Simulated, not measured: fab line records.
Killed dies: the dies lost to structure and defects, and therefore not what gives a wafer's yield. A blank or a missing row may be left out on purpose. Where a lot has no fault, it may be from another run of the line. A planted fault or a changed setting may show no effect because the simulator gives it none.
fab line records | flow n5_finfet
record: lots: 15 wafers: 42 last_day: 18
route steps=1938 shown FIN_SAQP@99
lots untouched by any fault: they come from a run of this same line in which no faults occurred
start_h: the number of hours between the record's first day and the start of the first shown wafer of the lot | wait_h: hours elapsed since this lot's preceding step | " repeats the value in the row above | L1.1+2: a single row standing in for several wafers | - no value, or no start given | * or withheld: withheld | < > ~ a bound
route shown NAME@n: NAME is a module with steps in the file, n the number in the route of the first one | usual: mean/standard deviation of fault-free wafers | same: alike in all rows | chamber/n: place in a boat | sites: each site's reading | _std_site: their standard deviation | _edge_site: inner sites' mean taken away from outer sites' mean | radius_mm: for every site, how far away it sits from the centre of the wafer | mask NAME#n: copy n | behind: the last tool/chamber to shape the wafer | hold: what put the lot on hold/how long, in hours/how the hold closed | device: transistor that didn't switch, given as n, p or np | end of line: the same wafers' tests at the end of the route | a step without rows: its recipe alone | killed: dies lost to structure and defects at the first sort, not the wafer's yield | map: dies across one wafer; x = killed, . = not, _ = none there
set.NAME: the setting that was run; set.NAME@STEP: the one run at that earlier step | model.NAME: the simulator's own value behind a step, which no gauge read
the route's steps for a sample of lots (tables are steps, rows are wafers)
services: from which hour (start_h, from the record's first day; less than 0 if before it) a tool's chamber was out of use, for how many hours, and why
== steps ==
step: N5_FIN_SAQP_PECVD_48
recipe: material: SiNx target_thk_a: 250 temp_c: 400 precursor: SiH4/NH3/N2 pressure_torr: 1.5 rf_w: 300 time_s: 22.1
usual: heater_power_w: 741/58 showerhead_plenum_p_Torr: 5.12/0.049 throttle_valve_pct: 40.7/2.6
columns lot.wafer tool chamber start_h wait_h heater_power_w showerhead_plenum_p_Torr throttle_valve_pct
L702.1 pecvd-01 0 21.21 0.0 657 5.11 39.8
L702.4 " 1 " " 817 5.10 45.8
L702.6 " 1 " " 800 5.10 45.8
L703.1 pecvd-01 1 27.21 0.0 686 5.10 45.6
L703.4 " 1 " " 686 5.09 46.0
L703.5 " 0 " " 722 5.11 39.9
L704.2 pecvd-01 0 32.87 0.0 736 5.10 39.7
L704.3 " 0 " " 744 5.11 39.7
L704.5 " 1 " " 710 5.10 45.6
L705.1 pecvd-04 1 38.83 0.0 641 5.13 37.8
L705.4 " 2 " " 812 5.07 40.2
L705.5 " 0 " " 744 5.20 41.2
L706.1 pecvd-01 0 45.15 0.0 735 5.11 39.9
L706.4 " 1 " " 768 5.09 45.7
L706.6 " 1 " " 773 5.09 45.5
L707.4 pecvd-01 0 51.02 0.0 619 5.11 39.5
L707.5 " 1 " " 809 5.10 45.7
L707.6 " 2 " " 775 5.18 37.2
L708.2 pecvd-03 1 57.43 0.0 811 5.06 38.5
L708.3 " 0 " " 733 5.12 40.3
L708.6 " 0 " " 741 5.13 40.1
L709.1 pecvd-03 2 63.66 0.0 751 5.05 42.3
L709.4 " 1 " " 821 5.07 38.6
L709.5 " 0 " " 689 5.13 40.2
L711.1 pecvd-04 1 75.93 0.0 662 5.14 37.9
L711.4 " 0 " " 652 5.21 41.5
L711.6 " 1 " " 670 5.14 37.8
L716.3 pecvd-04 1 106.75 0.0 767 5.14 37.6
L716.4 " 0 " " 709 5.21 41.1
L718.3 pecvd-04 1 117.92 0.0 710 5.14 37.6
L718.5 " 0 " " 751 5.21 41.3
L719.2 pecvd-04 1 123.04 0.0 711 5.14 37.8
L719.4 " 1 " " 733 5.14 37.9
L721.2 pecvd-01 1 135.03 0.0 713 5.09 45.8
L721.3 " 2 " " 745 5.20 37.2
L721.4 " 1 " " 722 5.10 45.9
L722.2 pecvd-03 2 141.96 0.0 653 5.04 42.3
L722.4 " 0 " " 732 5.13 40.8
L722.5 " 2 " " 669 5.05 42.3
L724.2 pecvd-01 0 153.99 0.0 638 5.11 40.4
L724.4 " 0 " " 635 5.11 39.9
L724.6 " 1 " " 832 5.11 45.8
step: N5_FIN_SAQP_SPACER1_ALD_24
recipe: material: SiO2 target_thk_a: 203 temp_c: 300 ald_precursor_family: BDEAS ald_co_reactant: O2-plasma pulse_time_s: 1 purge_time_s: 2 co_reactant_purge_time_s: 2 ald_cycles: 218 pressure_torr: 2
usual: ald_cycles: 218/0 heater_power_w: 470/49 precursor_pulse_height_rel: 1.002/0.021
same: co_reactant_purge_time_s: 2
columns lot.wafer tool chamber start_h wait_h ald_cycles heater_power_w precursor_pulse_height_rel
L702.1 ald_sin-01 0 23.32 0.3 218 442 0.995
L702.4 " 2 " " 218 589 1.023
L702.6 " 0 " " 218 464 1.011
L703.1 ald_sin-04 2 29.18 0.3 218 485 1.011
L703.4 " 0 " " 218 390 1.018
L703.5 " 2 " " 218 476 1.028
L704.2 ald_sin-01 3 34.88 0.4 218 515 0.982
L704.3 " 1 " " 218 424 0.995
L704.5 " 3 " " 218 525 0.979
L705.1 ald_sin-02 3 40.71 0.3 218 457 1.019
L705.4 " 0 " " 218 420 0.985
L705.5 " 1 " " 218 452 1.003
L706.1 ald_sin-01 3 47.00 0.3 218 519 1.012
L706.4 " 2 " " 218 589 1.018
L706.6 " 2 " " 218 594 0.999
L707.4 ald_sin-04 3 52.82 0.1 218 506 0.989
L707.5 " 0 " " 218 395 0.996
L707.6 " 1 " " 218 496 1.002
L708.2 ald_sin-04 2 59.23 0.3 218 499 0.982
L708.3 " 3 " " 218 512 0.972
L708.6 " 3 " " 218 494 1.015
L709.1 ald_sin-04 2 65.46 0.3 218 478 1.004
L709.4 " 0 " " 218 400 0.966
L709.5 " 2 " " 218 469 0.994
L711.1 ald_sin-02 0 77.60 0.3 218 416 0.993
L711.4 " 0 " " 218 410 0.998
L711.6 " 3 " " 218 467 1.043
L716.3 ald_sin-04 2 108.66 0.1 148 483 1.020
L716.4 " 1 " " 218 506 1.014
L718.3 ald_sin-04 2 119.86 0.1 148 494 0.999
L718.5 " 0 " " 218 402 1.005
L719.2 ald_sin-04 0 124.84 0.3 148 396 0.982
L719.4 " 3 " " 218 508 0.983
L721.2 ald_sin-01 2 138.65 1.6 218 596 1.045
L721.3 " 3 " " 218 513 0.958
L721.4 " 0 " " 218 464 1.024
L722.2 ald_sin-01 0 143.75 0.3 218 469 1.026
L722.4 " 2 " " 218 593 1.000
L722.5 " 3 " " 218 514 1.025
L724.2 ald_sin-02 0 157.72 2.2 218 413 0.995
L724.4 " 3 " " 218 456 0.986
L724.6 " 2 " " 218 442 1.027
step: N5_FIN_SAQP_MANDREL1_REMOVE_56
recipe: chemistry: HBr/Cl2/O2 bt_time_s: 10 target: a-Si stop_on: SiNx endpoint: OES-SiCl over_etch_frac: 1 icp_w: 600 bias_w: 22 HBr_flow_sccm: 150 Cl2_flow_sccm: 80 O2_flow_sccm: 5 pressure_mtorr: 10
usual: HBr_flow_sccm: 150.0/0.43 drypump_motor_current_A: 5.6/0.36 oes_product_au: 1.003/0.019 throttle_valve_pct: 36.65/0.19
columns lot.wafer tool chamber start_h wait_h HBr_flow_sccm drypump_motor_current_A oes_product_au rf_hours_counter_h throttle_valve_pct
L702.1 rie_si-04 0 24.13 0.1 149.7 5.9 1.007 28 36.68
L702.4 " 2 " " 149.7 5.2 1.004 79 36.53
L702.6 " 1 " " 149.7 5.9 1.050 - 36.50
L703.1 rie_si-03 2 29.98 0.1 150.6 6.1 1.017 128 36.40
L703.4 " 0 " " 150.8 5.2 1.004 98 36.55
L703.5 " 3 " " 150.6 4.7 1.006 - 36.51
L704.2 rie_si-03 3 35.89 0.1 149.8 4.7 1.006 205 36.52
L704.3 " 2 " " 150.4 6.1 1.018 128 36.43
L704.5 " 0 " " 150.7 5.2 0.990 - 36.55
L705.1 rie_si-03 3 41.52 0.1 150.3 4.7 0.994 205 36.53
L705.4 " 0 " " 150.3 5.2 0.999 99 36.56
L705.5 " 2 " " 149.7 6.1 1.008 - 36.41
L706.1 rie_si-03 2 47.81 0.1 149.9 6.1 1.013 128 36.40
L706.4 " 2 " " 149.9 6.1 1.011 - 36.41
L706.6 " 1 " " 149.7 5.6 0.983 - 36.80
L707.4 rie_si-04 0 53.95 0.0 149.0 5.9 1.014 28 36.69
L707.5 " 3 " " 150.4 5.7 0.973 - 36.64
L707.6 " 0 " " 150.1 5.9 1.010 - 36.67
L708.2 rie_si-04 0 60.04 0.1 149.9 5.9 1.010 28 36.69
L708.3 " 3 " " 150.6 5.7 0.983 104 36.68
L708.6 " 3 " " 150.2 5.7 0.963 - 36.66
L709.1 rie_si-03 1 66.27 0.1 149.5 5.6 0.994 40 36.80
L709.4 " 2 " " 149.5 6.1 1.003 128 36.41
L709.5 " 1 " " 149.3 5.6 0.988 - 36.81
L711.1 rie_si-04 2 78.41 0.1 150.2 5.2 0.999 80 36.53
L711.4 " 0 " " 149.2 5.9 1.010 29 36.68
L711.6 " 2 " " 150.1 5.3 1.004 - 36.54
L716.3 rie_si-03 1 109.46 0.1 150.4 5.6 0.991 41 36.82
L716.4 " 3 " " 149.8 4.7 0.983 1 36.15
L718.3 rie_si-05 2 120.68 0.1 149.8 5.6 1.006 98 36.82
L718.5 " 3 " " 149.2 5.3 0.999 - 36.99
L719.2 rie_si-04 0 125.64 0.1 150.4 5.9 1.010 30 36.67
L719.4 " 2 " " 149.7 5.2 1.010 81 36.54
L721.2 rie_si-04 3 139.63 0.1 150.2 5.7 0.978 105 36.65
L721.3 " 0 " " 150.0 5.9 1.006 30 36.69
L721.4 " 1 " " 150.0 5.9 1.037 21 36.51
L722.2 rie_si-03 0 144.56 0.1 150.1 5.2 0.997 101 36.57
L722.4 " 3 " " 149.5 4.7 0.977 2 36.16
L722.5 " 1 " " 150.0 5.6 0.992 - 36.82
L724.2 rie_si-05 3 158.53 0.1 150.2 5.3 0.993 170 36.98
L724.4 " 3 " " 150.8 5.3 0.986 - 36.97
L724.6 " 0 " " 150.4 5.4 1.021 - 36.94
step: N5_FIN_SAQP_CD_MEAS_27
recipe: target_cd_nm: 20 landing_energy_ev: 1000 detector: se_inlens polarity: line
usual: cd_nm: 20.28/0.23
columns lot.wafer tool chamber start_h wait_h cd_nm
L702.1 cd_sem-01 0 24.24 0.1 20.24
L702.4 " 0 " " 20.54
L702.6 " 0 " " 20.06
L703.1 cd_sem-01 0 30.09 0.1 20.20
L703.4 " 0 " " 20.51
L703.5 " 0 " " 20.36
L704.2 cd_sem-02 0 36.00 0.1 20.52
L704.3 " 0 " " 20.32
L704.5 " 0 " " 20.34
L705.1 cd_sem-01 0 41.63 0.1 20.79
L705.4 " 0 " " 20.65
L705.5 " 0 " " 20.05
L706.1 cd_sem-02 0 47.92 0.1 19.96
L706.4 " 0 " " 20.17
L706.6 " 0 " " 20.32
L707.4 cd_sem-02 0 54.07 0.1 20.13
L707.5 " 0 " " 20.53
L707.6 " 0 " " 20.20
L708.2 cd_sem-03 0 60.15 0.1 20.48
L708.3 " 0 " " 20.05
L708.6 " 0 " " 20.16
L709.1 cd_sem-03 0 66.38 0.1 20.42
L709.4 " 0 " " 20.26
L709.5 " 0 " " 20.80
L711.1 cd_sem-01 0 78.52 0.1 20.07
L711.4 " 0 " " 20.53
L711.6 " 0 " " 20.19
L716.3 cd_sem-01 0 109.58 0.1 14.06
L716.4 " 0 " " 20.05
L718.3 cd_sem-03 0 120.80 0.1 13.29
L718.5 " 0 " " 20.22
L719.2 cd_sem-03 0 125.76 0.1 13.54
L719.4 " 0 " " 19.82
L721.2 cd_sem-02 0 139.74 0.1 20.54
L721.3 " 0 " " 20.54
L721.4 " 0 " " 20.25
L722.2 cd_sem-01 0 144.67 0.1 20.36
L722.4 " 0 " " 19.97
L722.5 " 0 " " 20.44
L724.2 cd_sem-01 0 158.64 0.1 20.10
L724.4 " 0 " " 20.76
L724.6 " 0 " " 20.46
step: N5_FIN_SAQP_ETCH_67
recipe: chemistry: CH3F/O2 target: SiNx target_depth_a: 300 mask_material: SOC pressure_mtorr: 30 source_w: 395 bias_w: 73 Ar_flow_sccm: 150 CH3F_flow_sccm: 30 O2_flow_sccm: 20 ion_energy_ev: 120
usual: drypump_motor_current_A: 5.6/0.53 oes_product_au: 0.81/0.1 rf_vpp_V: 298/3.5 showerhead_plenum_p_Torr: 2.01/0.081 throttle_valve_pct: 16.33/0.2
columns lot.wafer tool chamber start_h wait_h drypump_motor_current_A oes_product_au rf_hours_counter_h rf_vpp_V showerhead_plenum_p_Torr throttle_valve_pct
L702.1 rie_diel-03 2 25.07 0.0 5.3 0.77 153 296 1.92 16.42
L702.4 " 1 " " 6.5 0.99 3 302 2.14 16.18
L702.6 " 0 " " 5.6 0.72 - 297 1.97 16.33
L703.1 rie_diel-04 1 30.87 0.0 5.0 0.69 228 295 1.89 16.33
L703.4 " 3 " " 6.0 0.71 207 294 1.90 16.64
L703.5 " 0 " " 5.3 0.67 - 304 1.97 16.57
L704.2 rie_diel-04 0 36.80 0.0 5.3 0.68 249 306 1.97 16.60
L704.3 " 1 " " 5.0 0.69 230 294 1.89 16.33
L704.5 " 2 " " 6.1 0.87 - 294 2.03 16.03
L705.1 rie_diel-03 0 42.41 0.0 5.5 0.71 207 297 1.97 16.32
L705.4 " 2 " " 5.3 0.76 159 295 1.92 16.44
L705.5 " 2 " " 5.3 0.76 - 296 1.92 16.45
L706.1 rie_diel-04 3 48.70 0.0 6.0 0.71 213 293 1.90 16.66
L706.4 " 3 " " 6.0 0.71 - 294 1.90 16.61
L706.6 " 1 " " 5.0 0.69 - 294 1.88 16.34
L707.4 rie_diel-03 3 54.85 0.0 4.8 0.75 165 301 2.08 16.58
L707.5 " 0 " " 5.5 0.70 - 297 1.97 16.32
L707.6 " 3 " " 4.8 0.75 - 300 2.08 16.58
L708.2 rie_diel-01 0 60.93 0.0 5.7 0.85 55 300 2.03 16.16
L708.3 " 2 " " 5.4 0.69 242 294 1.89 16.58
L708.6 " 3 " " 6.3 0.68 - 294 1.97 16.73
L709.1 rie_diel-03 0 67.18 0.0 5.5 0.71 215 296 1.97 16.34
L709.4 " 3 " " 4.8 0.75 168 299 2.08 16.59
L709.5 " 1 " " 6.5 0.94 - 302 2.13 16.19
L711.1 rie_diel-03 3 79.42 0.0 4.8 0.74 173 300 2.08 16.61
L711.4 " 2 " " 5.3 0.75 171 296 1.92 16.46
L711.6 " 1 " " 6.5 0.92 - 302 2.13 16.22
L716.3 rie_diel-03 1 110.35 0.0 6.5 0.90 31 301 2.13 16.22
L716.4 " 2 " " 5.3 0.74 179 294 1.91 16.50
L718.3 rie_diel-01 0 121.58 0.0 5.7 0.82 77 299 2.02 16.20
L718.5 " 0 " " 5.7 0.82 - 299 2.02 16.20
L719.2 rie_diel-03 3 126.53 0.0 4.8 0.73 189 300 2.07 16.64
L719.4 " 1 " " 6.4 0.91 - 302 2.12 16.23
L721.2 rie_diel-03 0 140.62 0.0 5.5 0.69 240 297 1.96 16.39
L721.3 " 2 " " 5.3 0.74 188 293 1.91 16.49
L721.4 " 1 " " 6.5 0.89 42 301 2.12 16.25
L722.2 rie_diel-01 1 145.47 0.0 5.1 0.92 24 302 2.13 16.22
L722.4 " 0 " " 5.7 0.81 - 299 2.02 16.21
L722.5 " 1 " " 5.1 0.92 - 303 2.13 16.24
L724.2 rie_diel-03 2 159.56 0.0 5.3 0.73 192 294 1.91 16.52
L724.4 " 1 " " 6.5 0.88 50 301 2.12 16.27
L724.6 " 2 " " 5.3 0.73 - 295 1.91 16.52
== services ==
columns tool chamber start_h hours kind
rie_diel-01 2 -2.01 3.1 repair
rie_diel-01 - 1.08 4.0 pm
rie_si-03 2 4.07 3.0 repair
pecvd-03 1 23.26 4.8 repair
rie_si-05 3 28.67 7.0 repair
rie_si-04 0 41.89 2.2 repair
ald_sin-04 - 44.97 2.8 pm
ald_sin-01 1 48.13 11.9 repair
pecvd-04 1 48.46 5.0 repair
pecvd-03 - 57.65 0.5 repair
ald_sin-02 2 74.33 6.8 repair
pecvd-01 2 87.25 2.8 repair
ald_sin-01 2 93.51 33.4 repair
ald_sin-02 - 97.52 6.0 pm
rie_diel-04 3 103.26 4.3 repair
rie_si-05 - 106.04 14.6 pm
pecvd-01 2 110.55 7.9 repair
pecvd-03 0 112.17 8.8 repair
rie_si-05 3 121.01 25.2 repair
rie_si-05 2 121.05 1.9 repair
rie_diel-01 - 129.43 10.9 repair
ald_sin-01 0 131.12 7.1 repair
rie_diel-04 3 138.33 9.4 repair
rie_diel-01 2 143.52 8.2 repair
== key ==
first_sign: step: N5_FIN_SAQP_SPACER1_ALD_24 reading: ald_cycles direction: down sigmas: 99+ usual: * struck: *
effect: step: N5_FIN_SAQP_CD_MEAS_27 reading: cd_nm direction: down sigmas: 29 usual: 20.28 struck: 13.63
met_at N5_FIN_SAQP_SPACER1_ALD_24
struck_lots L716,L718,L719
struck_wafers L716.3,L718.3,L719.2
sort_left_out L716.3,L718.3,L719.2
tester_left_out L716,L718,L719
not_acting_at N5_FIN_SAQP_PECVD_48,N5_FIN_SAQP_MANDREL1_REMOVE_56,N5_FIN_SAQP_ETCH_67
onset_between 65.46 108.66
fault: kind: process_parameter_drift tool: ald_sin-04 chamber: - onset_h: 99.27 steps: N5_FIN_SAQP_SPACER1_ALD_24 channel: ald_cycles offset: * shape: step end_h: 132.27 scope: struck_wafers_only acts_in: * stated: *
tester_left_out: of these lots the tester's yield and bins aren't shown, on N5 and GAA mostly nor the transistor test; their killed dies are dies lost to structure and defects alone, not to doping, threshold or leakage, so they don't give the yield
sort_left_out: the simulated sort isn't trusted on such a fault, so these wafers' sort isn't shown, and their yield isn't known
